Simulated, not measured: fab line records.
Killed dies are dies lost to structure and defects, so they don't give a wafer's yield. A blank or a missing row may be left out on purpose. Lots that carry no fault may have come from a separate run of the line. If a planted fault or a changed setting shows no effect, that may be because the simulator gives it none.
Struck lot and sound lot, side by side | flow nand-harc | 41 out of 1302 route steps
Sound: these wafers, L653.2, L653.3, L653.6. Struck: wafers L664.1, L664.2, L664.3. The cause is given at the end.
At each step with rows: each side's tool, then ch and its chambers, then its first start. Under that, the readings that differ: sound wafers | struck wafers | difference of the means | sigmas: that difference in standard deviations of wafers without a fault.
alike: same words and numbers on both sides, and readings whose means sit less than 2 such deviations apart. not compared: any withheld reading, any reading some wafer has no value for, any bound like >300 that may hide the same value, and any number with overlapping values for which the record gives no deviation.
The two part at a step that has a row with sigmas, a row that says differs or no value, or rows on one side only. Numbers that have no deviation but don't overlap get no sigmas and don't part them. A reading missing from all wafers of one side parts the sides only when that side holds two or more wafers.

first, 1 step without rows for these wafers: NHARC_P_STI_HARDBAKE_13 (time 65 s).
NHARC_P_STI_DESCUM_14: chemistry O2, time 3 s.
  sound on rie-diel-11 ch 0,3, day 4 02:25; struck on rie-diel-11 ch 0,1,2, day 8 14:58
  alike: drypump-motor-current-A, oes-product-au, rf-vpp-V, showerhead-plenum-p-Torr, throttle-valve-pct
  not compared: rf-hours-counter-h
NHARC_P_STI_ETCH_42: etches the open film in N2/H2, target depth 80 nm, overetch 24 nm, time 61 s.
  sound on rie-diel-11 ch 0,1,2, day 4 02:30; struck on rie-diel-11 ch 0,1,2, day 8 15:03
  alike: drypump-motor-current-A, oes-product-au, rf-fwd-power-W, rf-vpp-V, showerhead-plenum-p-Torr, throttle-valve-pct
  not compared: rf-hours-counter-h
then, 1 step without rows for these wafers: NHARC_P_STI_ETCH_31 (etches the open film in CF4/CHF3, target depth 108.9 nm, time 54.5 s).
NHARC_P_STI_ETCH_15: etches the open film in HBr/Cl2, target depth 300 nm, time 100.1 s.
  sound on rie-si-05 ch 1,2,3, day 4 02:42; struck on rie-si-05 ch 0,1,3, day 8 15:16
  alike: drypump-motor-current-A, oes-product-au, rf-fwd-power-W, throttle-valve-pct
  not compared: rf-hours-counter-h
NHARC_P_STI_CD_MEAS_16:
  struck on cd-sem-01, day 8 15:25; sound on cd-sem-03, day 4 02:51
  alike: cd-nm
NHARC_P_STI_OCD_MEAS_17:
  struck on ocd-01, day 8 15:29; sound on ocd-01, day 4 02:56
  alike: trench-depth-nm, trench-foot-cd-nm
then, 3 steps without rows for these wafers: NHARC_P_STI_STRIP_19 (strips in SPM, time 900 s); NHARC_P_STI_PRECLEAN_32 (cleans in SC1); NHARC_P_STI_SRD_23.
NHARC_P_STI_OCD_MEAS_43:
  struck on ocd-01, day 8 16:00; sound on ocd-01, day 4 03:26
  alike: trench-depth-nm, trench-foot-cd-nm
then, 1 step without rows for these wafers: NHARC_P_STI_OXIDE_33 (material SiO2, target thk 10 nm, ox time 281 s).
NHARC_P_STI_HDPCVD_20: deposits SiO2.
  sound on hdpcvd-01 ch 0,1, day 4 13:36; struck on hdpcvd-01 ch 0,1, day 9 06:30
then, 1 step without rows for these wafers: NHARC_P_STI_ANNEAL_34 (time 1800 s).
NHARC_P_STI_CMP_21: polishes, t overpolish 20 s, target thk 380.67 nm.
  sound on cmp-04 ch 1,2, day 4 22:06; struck on cmp-02 ch 0,1,3, day 9 17:24
  reading             | sound         | struck         | difference | sigmas
  motor-current-A (A) | 11.1 10.2 9.9 | 12.4 11.8 14.4 | +2.5       | +2
  alike: overpolish-run-s
then, 19 steps without rows for these wafers: NHARC_P_STI_SRD_35; NHARC_P_STI_ETCH_36 (etches SiO2 in dHF, target depth 38.8 nm); NHARC_P_STI_STRIP_24 (strips Si3N4 in H3PO4); NHARC_P_STI_ETCH_37 (etches SiO2 in dHF, target depth 11 nm); NHARC_P_STI_PRECLEAN_38 (cleans in SC1); NHARC_P_STI_SRD_39; NHARC_P_STI_OXIDE_40 (material SiO2, target thk 10 nm, ox time 1362 s); NHARC_P_GATE_ETCH_69 (etches SiO2 in dHF, target depth 14 nm); NHARC_P_GATE_PRECLEAN_70 (cleans in SC1); NHARC_P_GATE_SRD_01; NHARC_P_GATE_OXIDE_02 (material SiO2, target thk 37.5 nm, ox time 365 s); NHARC_P_GATE_DEHYDRATE_03 (time 120 s); NHARC_P_GATE_HMDS_04 (time 30 s); NHARC_P_GATE_COAT_05; NHARC_P_GATE_SOFTBAKE_06 (time 95 s); NHARC_P_GATE_EBR_07; NHARC_P_GATE_EXPOSE_08 (exposes mask P HV); NHARC_P_GATE_PEB_09 (peb time 85 s); NHARC_P_GATE_DEVELOP_10 (time 70 s).
NHARC_P_GATE_CD_MEAS_11: target cd 1640 nm.
  sound on cd-sem-03 ch 0, day 5 14:56; struck on cd-sem-02 ch 0, day 10 14:59
  alike: cd-nm
then, 1 step without rows for these wafers: NHARC_P_GATE_HARDBAKE_12 (time 80 s).
NHARC_P_GATE_DESCUM_13: chemistry O2, time 3 s.
  sound on rie-diel-05 ch 0,2, day 5 15:06; struck on rie-diel-03 ch 0,2,3, day 10 15:08
  alike: drypump-motor-current-A, oes-product-au, rf-vpp-V, showerhead-plenum-p-Torr, throttle-valve-pct
  not compared: rf-hours-counter-h
then, 3 steps without rows for these wafers: NHARC_P_GATE_ETCH_14 (etches SiO2 in dHF, target depth 48.8 nm); NHARC_P_GATE_STRIP_15 (strips in SPM, time 780 s); NHARC_P_GATE_PRECLEAN_71 (cleans in SC1).
-- the record jumps here: 20 days lie between the struck wafers' starts before and after (it left off in module P_GATE and takes up again in module END, whose first step shown is number 1302 of the route) --
NHARC_END_SORT_01:
  here the record holds rows for the struck wafers (prober-02 ch 0, day 30 07:48) but none for the sound ones

WHERE THEY PART
Last at NHARC_END_SORT_01 as far as this record goes, first at NHARC_P_STI_CMP_21.

WHY: what the simulator had put in
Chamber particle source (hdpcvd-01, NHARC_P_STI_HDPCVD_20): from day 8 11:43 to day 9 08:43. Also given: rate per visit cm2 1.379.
